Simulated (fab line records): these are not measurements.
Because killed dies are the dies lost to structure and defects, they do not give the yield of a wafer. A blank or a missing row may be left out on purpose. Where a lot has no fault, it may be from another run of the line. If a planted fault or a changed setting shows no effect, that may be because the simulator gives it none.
fab line records    flow nand_harc
record lots=13  wafers=39  last_day=34
route steps=1302 shown A_ONON_D2@549 THIN_TSV@1272 END@1302
lots untouched by any fault: they come from a run of this same line in which no faults occurred
start_h: the number of hours between the record's first day and the start of the first shown wafer of the lot    wait_h: hours elapsed since this lot's preceding step    " as in the row above    L1.1+2: a single row standing in for several wafers    - either no value or no given start    * or withheld: withheld    < > ~ a bound
route shown NAME@n: NAME is a module with steps in the file, n the number in the route of the first one    usual: mean/standard deviation of fault-free wafers    same: alike in all rows    chamber/n: place in a boat    sites: each site's reading    _std_site: standard deviation across them    _edge_site: the outer-site mean with the inner-site mean subtracted    radius_mm: how far each site lies from the wafer's centre    mask NAME#n: copy n    behind: tool/chamber where the wafer was last shaped    hold: what put the lot on hold/how long, in hours/how the hold closed    device: transistor that didn't switch, given as n, p or np    end of line: tests run on the same wafers once the route is complete    a step given without rows: its recipe and nothing more    killed: the dies lost at the first sort to structure and to defects; this is not the yield of the wafer    map: the dies of a wafer, with x for killed, . for not killed, _ for no die there
set.NAME: the setting as run; set.NAME@STEP: as run at that earlier step    model.NAME: the simulator's own value behind a step, which no gauge read
one table for each step of the route and one row for each wafer, over a sample of lots
services: from which hour (start_h, from the record's first day; less than 0 if before it) a tool's chamber was out of use, for how many hours, and why
## steps
# step NHARC_A_ONON_D2_DEP_06
# recipe target_thk_a=10000  n2_flow_sccm=2750  n2o_flow_sccm=2000  nh3_flow_sccm=500  sih4_flow_sccm=210  temp_c=400
# usual sih4_flow_sccm=209.8/0.55
lot.wafer  tool           chamber  start_h  wait_h  sih4_flow_sccm
L936.2     pecvd_onon-02  0        287.09   0.1     208.4
L936.3     "              0        "        "       209.9
L936.5     "              0        "        "       209.5
L938.2     pecvd_onon-04  0        303.74   0.1     210.4
L938.4     "              0        "        "       210.2
L938.6     "              0        "        "       210.7
L940.2     pecvd_onon-01  0        337.60   0.1     209.1
L940.4     "              0        "        "       209.5
L940.6     "              0        "        "       209.8
L941.3     pecvd_onon-04  0        337.81   0.2     209.1
L941.4     "              0        "        "       209.3
L941.6     "              0        "        "       209.5
L942.1     pecvd_onon-04  0        349.26   0.1     210.7
L942.5     "              0        "        "       209.9
L942.6     "              0        "        "       211.1
L943.2     pecvd_onon-02  0        357.50   0.1     210.8
L943.5     "              0        "        "       210.5
L943.6     "              0        "        "       210.0
L944.1     pecvd_onon-01  0        365.26   0.1     209.9
L944.4     "              0        "        "       209.3
L944.6     "              0        "        "       209.9
L946.2     pecvd_onon-04  0        382.06   0.1     209.9
L946.3     "              0        "        "       210.7
L946.5     "              0        "        "       210.0
L945.4     pecvd_onon-01  0        382.18   0.2     210.1
L945.5     "              0        "        "       208.5
L945.6     "              0        "        "       209.6
L947.2     pecvd_onon-01  0        396.74   0.1     208.7
L947.3     "              0        "        "       209.4
L947.6     "              0        "        "       209.6
L952.2     pecvd_onon-04  0        456.03   0.2     210.0
L952.3     "              0        "        "       209.7
L952.6     "              0        "        "       211.5
L953.1     pecvd_onon-04  0        456.41   0.1     209.6
L953.2     "              0        "        "       210.0
L953.6     "              0        "        "       210.2
L957.1     pecvd_onon-01  0        504.87   0.1     210.3
L957.3     "              0        "        "       209.6
L957.4     "              0        "        "       208.6
# step NHARC_THIN_TSV_PVD_19
# recipe target_thk_a=200  chamber_pressure_pa=5  material=TaN
# usual chamber_pressure_pa=4.999/0.0099  throttle_valve_pct=30.0/1.2
lot.wafer  tool            chamber  start_h  wait_h  chamber_pressure_pa  throttle_valve_pct
L938.4     pvd_sputter-01  -        -        -       5.007                28.7
L938.2     "               -        "        "       4.982                29.6
L938.6     "               -        "        "       4.996                29.6
L936.3     pvd_sputter-03  -        -        -       5.016                31.6
L936.2     "               -        "        "       4.995                29.0
L936.5     "               -        "        "       5.004                29.4
L941.4     pvd_sputter-02  -        -        -       5.009                31.8
L941.3     "               -        "        "       4.989                28.3
L941.6     "               -        "        "       5.009                31.6
L940.2     pvd_sputter-02  -        -        -       4.992                30.7
L940.4     "               -        "        "       5.016                31.7
L940.6     "               -        "        "       4.996                28.1
L942.1     pvd_sputter-02  -        -        -       4.981                30.7
L942.6     "               -        "        "       4.985                30.6
L942.5     "               -        "        "       5.011                28.5
L943.2     pvd_sputter-01  -        -        -       4.982                30.5
L943.5     "               -        "        "       4.994                30.6
L943.6     "               -        "        "       4.999                27.8
L944.4     pvd_sputter-03  -        638.13   -       4.982                29.4
L944.1     "               -        "        "       4.986                29.8
L944.6     "               -        "        "       4.989                29.0
L946.2     pvd_sputter-01  -        -        -       4.999                28.5
L946.3     "               -        "        "       5.000                30.3
L946.5     "               -        "        "       5.003                30.5
L945.4     pvd_sputter-03  -        -        -       5.005                29.9
L945.5     "               -        "        "       4.994                31.7
L945.6     "               -        "        "       5.012                29.9
L947.2     pvd_sputter-02  -        -        -       5.009                31.3
L947.3     "               -        "        "       4.982                30.2
L947.6     "               -        "        "       5.012                30.5
L953.1     pvd_sputter-03  -        -        -       4.999                28.8
L953.2     "               -        "        "       5.000                28.3
L953.6     "               -        "        "       4.994                28.7
L952.3     pvd_sputter-01  -        -        -       4.999                28.5
L952.2     "               -        "        "       4.992                30.9
L952.6     "               -        "        "       5.008                28.5
L957.3     pvd_sputter-02  -        -        -       4.993                30.6
L957.1     "               -        "        "       4.988                29.2
L957.4     "               -        "        "       4.975                29.8
# step NHARC_THIN_TSV_STRIP_56
# recipe power_w=1500  temp_c=250  chemistry=O2
# usual drypump_motor_current_A=5.7/0.41  heater_power_w=330/33
lot.wafer  tool             chamber  start_h  wait_h  drypump_motor_current_A  heater_power_w  rf_hours_counter_h
L938.2     plasma_asher-01  1        576.84   0.1     5.3                      300             8
L938.4     "                1        "        "       5.3                      302             -
L938.6     "                1        "        "       5.3                      307             -
L936.2     plasma_asher-02  0        578.23   0.1     5.9                      335             30
L936.3     "                0        "        "       5.8                      329             -
L936.5     "                0        "        "       5.8                      328             -
L941.3     plasma_asher-02  0        614.02   0.2     5.8                      330             -
L941.4     "                1        "        "       5.4                      384             -
L941.6     "                0        "        "       5.8                      333             -
L940.2     plasma_asher-02  1        627.61   0.1     5.3                      391             4
L940.4     "                1        "        "       5.3                      386             -
L940.6     "                1        "        "       5.3                      391             -
L942.1     plasma_asher-01  1        638.78   0.1     5.3                      309             22
L942.5     "                0        "        "       6.3                      306             -
L942.6     "                1        "        "       5.3                      301             -
L943.2     plasma_asher-01  0        640.18   0.1     6.3                      312             22
L943.5     "                0        "        "       6.3                      314             -
L943.6     "                1        "        "       5.3                      299             -
L944.1     plasma_asher-01  0        641.79   0.1     6.3                      316             23
L944.4     "                1        "        "       5.3                      305             -
L944.6     "                1        "        "       5.3                      310             -
L946.2     plasma_asher-01  0        659.78   0.1     6.3                      316             26
L946.3     "                1        "        "       5.3                      307             -
L946.5     "                0        "        "       6.3                      305             -
L945.4     plasma_asher-01  0        661.24   0.2     6.2                      310             -
L945.6     "                0        "        "       6.2                      312             -
L945.5     "                1        "        "       5.3                      295             -
L947.2     plasma_asher-01  0        665.37   0.1     6.3                      314             28
L947.3     "                0        "        "       6.3                      314             -
L947.6     "                0        "        "       6.3                      309             -
L953.1     plasma_asher-01  0        732.93   0.1     6.3                      335             7
L953.2     "                1        "        "       5.3                      298             7
L953.6     "                0        "        "       6.3                      331             -
L952.2     plasma_asher-02  0        734.42   0.1     5.9                      341             28
L952.3     "                1        "        "       5.3                      386             -
L952.6     "                1        "        "       5.3                      382             -
L957.1     plasma_asher-01  0        797.66   0.1     6.3                      337             20
L957.3     "                0        "        "       6.3                      327             -
L957.4     "                1        "        "       5.3                      293             -
# step NHARC_THIN_TSV_CD_MEAS_37
# usual cd_nm=5000.0/2.7
lot.wafer  tool       chamber  start_h  wait_h  cd_nm
L938.2     cd_sem-03  -        577.65   -       4997.6
L938.4     "          -        "        "       4999.4
L938.6     "          -        "        "       5001.1
L936.2     cd_sem-03  -        579.04   -       4999.8
L936.3     "          -        "        "       4997.3
L936.5     "          -        "        "       4995.9
L941.3     cd_sem-01  -        614.73   -       4997.0
L941.4     "          -        "        "       4997.7
L941.6     "          -        "        "       5000.1
L940.2     cd_sem-01  -        628.41   -       4998.1
L940.4     "          -        "        "       5001.0
L940.6     "          -        "        "       5004.5
L942.1     cd_sem-01  -        639.53   -       5002.5
L942.5     "          -        "        "       5001.7
L942.6     "          -        "        "       5003.9
L943.2     cd_sem-03  -        640.98   -       5004.6
L943.5     "          -        "        "       5000.5
L943.6     "          -        "        "       5005.9
L944.1     cd_sem-01  -        642.58   -       5001.6
L944.4     "          -        "        "       5003.3
L944.6     "          -        "        "       4998.6
L946.2     cd_sem-01  -        660.57   -       4996.6
L946.3     "          -        "        "       4999.3
L946.5     "          -        "        "       5003.8
L945.4     cd_sem-02  -        661.95   -       5000.1
L945.5     "          -        "        "       5001.0
L945.6     "          -        "        "       4995.3
L947.2     cd_sem-02  -        666.17   -       5000.9
L947.3     "          -        "        "       5002.0
L947.6     "          -        "        "       4998.4
L953.1     cd_sem-03  -        733.72   -       5001.4
L953.2     "          -        "        "       5001.2
L953.6     "          -        "        "       5001.3
L952.2     cd_sem-01  -        735.17   -       5004.2
L952.3     "          -        "        "       4999.3
L952.6     "          -        "        "       5000.5
L957.1     cd_sem-01  -        798.47   -       5003.5
L957.3     "          -        "        "       4998.2
L957.4     "          -        "        "       4996.6
# step NHARC_END_SORT_01
# recipe temp_c=25
# usual killed_at_array=52/17  killed_at_other=0.9/1.2  killed_at_periphery=3.9/2.7  killed_dies=57/16  killed_open=3.3/1.9  killed_short=2.5/1.5
# same gross_dies=677
lot.wafer  tool       chamber  start_h  wait_h  killed_at_array  killed_at_other  killed_at_periphery  killed_dies  killed_open  killed_short
L947.6     prober-02  0        681.48   4.0     37               3                7                    47           6            1
L953.1     prober-01  0        741.36   2.5     138              0                6                    144          7            3
L953.2     prober-01  0        742.15   2.8     129              0                11                   140          4            2
L953.6     prober-01  0        745.28   3.9     125              1                8                    134          5            2
L952.2     prober-02  0        742.15   2.8     128              0                3                    131          3            0
L952.3     prober-02  0        742.96   3.1     153              0                3                    156          2            1
L952.6     prober-02  0        745.41   4.1     134              1                1                    136          5            1
# killed by level:class
L947.6 A_CHANNEL_HOLE_D1:chamber_film_flake=10 A_SLIT:chamber_film_flake=8 P_CONTACT:chamber_film_flake=6 A_CONTACT:chamber_film_flake=6 THIN_TSV:chamber_film_flake=3 A_STAIRCASE:chamber_film_flake=3 A_CHANNEL_HOLE_D1:geometric_particle:open=2 A_SOURCE_PLATE:geometric_particle:open=1
L953.1 A_ONON_D2:unspecified=76 A_CHANNEL_HOLE_D1:chamber_film_flake=31 A_SLIT:chamber_film_flake=12 A_CONTACT:chamber_film_flake=4 A_STAIRCASE:chamber_film_flake=3 A_CHANNEL_FILL_D2:geometric_particle:short=2 P_M1:chamber_film_flake=2 P_M2:chamber_film_flake=2
L953.2 A_ONON_D2:unspecified=78 A_CHANNEL_HOLE_D1:chamber_film_flake=33 A_SLIT:chamber_film_flake=10 P_M1:chamber_film_flake=9 A_ONON_D1:geometric_particle:short=2 P_CONTACT:geometric_particle:open=1 P_M2:geometric_particle:open=1 A_CHANNEL_FILL_D1:geometric_particle:open=1
L952.2 A_ONON_D2:unspecified=78 A_CHANNEL_HOLE_D1:chamber_film_flake=30 A_CHANNEL_HOLE_D2:chamber_film_flake=8 A_SLIT:chamber_film_flake=5 A_CONTACT:chamber_film_flake=4 P_M2:chamber_film_flake=2 P_M2:geometric_particle:open=1 A_CHANNEL_HOLE_D1:geometric_particle:open=1
L952.3 A_ONON_D2:unspecified=78 A_CHANNEL_HOLE_D1:chamber_film_flake=32 A_CHANNEL_HOLE_D2:chamber_film_flake=26 A_SLIT:chamber_film_flake=5 A_CONTACT:chamber_film_flake=4 A_CHANNEL_FILL_D1:chamber_film_flake=3 A_STAIRCASE:chamber_film_flake=3 P_GATE:geometric_particle:short=1
L953.6 A_ONON_D2:unspecified=74 A_CHANNEL_HOLE_D1:chamber_film_flake=34 A_SLIT:chamber_film_flake=8 P_M1:chamber_film_flake=6 A_CHANNEL_FILL_D2:chamber_film_flake=2 P_CONTACT:geometric_particle:open=1 A_CHANNEL_FILL_D2:geometric_particle:short=1 A_CHANNEL_FILL_D2:geometric_particle:open=1
L952.6 A_ONON_D2:unspecified=80 A_CHANNEL_HOLE_D1:chamber_film_flake=31 A_CHANNEL_HOLE_D2:chamber_film_flake=7 A_SLIT:chamber_film_flake=4 A_CONTACT:chamber_film_flake=4 A_STAIRCASE:chamber_film_flake=2 A_CHANNEL_FILL_D1:geometric_particle:open=1 A_CHANNEL_HOLE_D2:geometric_particle:open=1
## services
tool             chamber  start_h  hours  kind
pvd_sputter-01   -        265.42   5.2    repair
pecvd_onon-01    -        269.67   13.0   pm
pvd_sputter-02   -        282.03   10.0   pm
pecvd_onon-04    -        311.32   13.0   pm
pvd_sputter-01   -        334.22   7.3    repair
plasma_asher-01  -        342.72   9.0    pm
pvd_sputter-03   -        348.00   10.0   pm
plasma_asher-02  -        357.30   3.5    repair
pvd_sputter-01   -        387.88   9.1    repair
pvd_sputter-01   -        404.05   10.0   pm
plasma_asher-02  -        426.00   9.0    pm
pecvd_onon-01    -        450.67   13.0   pm
pvd_sputter-03   -        458.75   7.7    repair
pvd_sputter-02   -        460.03   10.0   pm
pecvd_onon-04    -        492.32   13.0   pm
plasma_asher-01  -        519.72   9.0    pm
plasma_asher-01  -        542.68   2.8    repair
pvd_sputter-02   -        620.71   2.6    repair
plasma_asher-01  -        625.37   3.0    repair
pvd_sputter-02   -        628.47   4.1    repair
pecvd_onon-01    -        631.67   13.0   pm
pvd_sputter-02   -        638.03   10.0   pm
pecvd_onon-04    -        673.32   13.0   pm
plasma_asher-01  -        696.72   9.0    pm
## key
first_sign step=NHARC_END_SORT_01  reading=killed_dies  direction=up  sigmas=5.1  usual=57  struck=140
effect step=NHARC_END_SORT_01  reading=killed_at_array  direction=up  sigmas=4.9  usual=52  struck=134
more_kills_born_at NHARC_A_ONON_D2_DEP_06@pecvd_onon-04=464
met_at NHARC_A_ONON_D2_DEP_06
struck_lots L952,L953
tester_left_out L952,L953
not_acting_at NHARC_THIN_TSV_PVD_19,NHARC_THIN_TSV_STRIP_56,NHARC_THIN_TSV_CD_MEAS_37
onset_between 382.06 456.03
fault kind=chamber_particle_source  tool=pecvd_onon-04  chamber=-  onset_h=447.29  steps=NHARC_A_ONON_D2_DEP_06  rate_per_visit_cm2=1.5431  end_h=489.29
# tester_left_out: of these lots the tester's yield and bins aren't shown, on N5 and GAA mostly nor the transistor test; their killed dies are dies lost to structure and defects alone, not to doping, threshold or leakage, so they don't give the yield
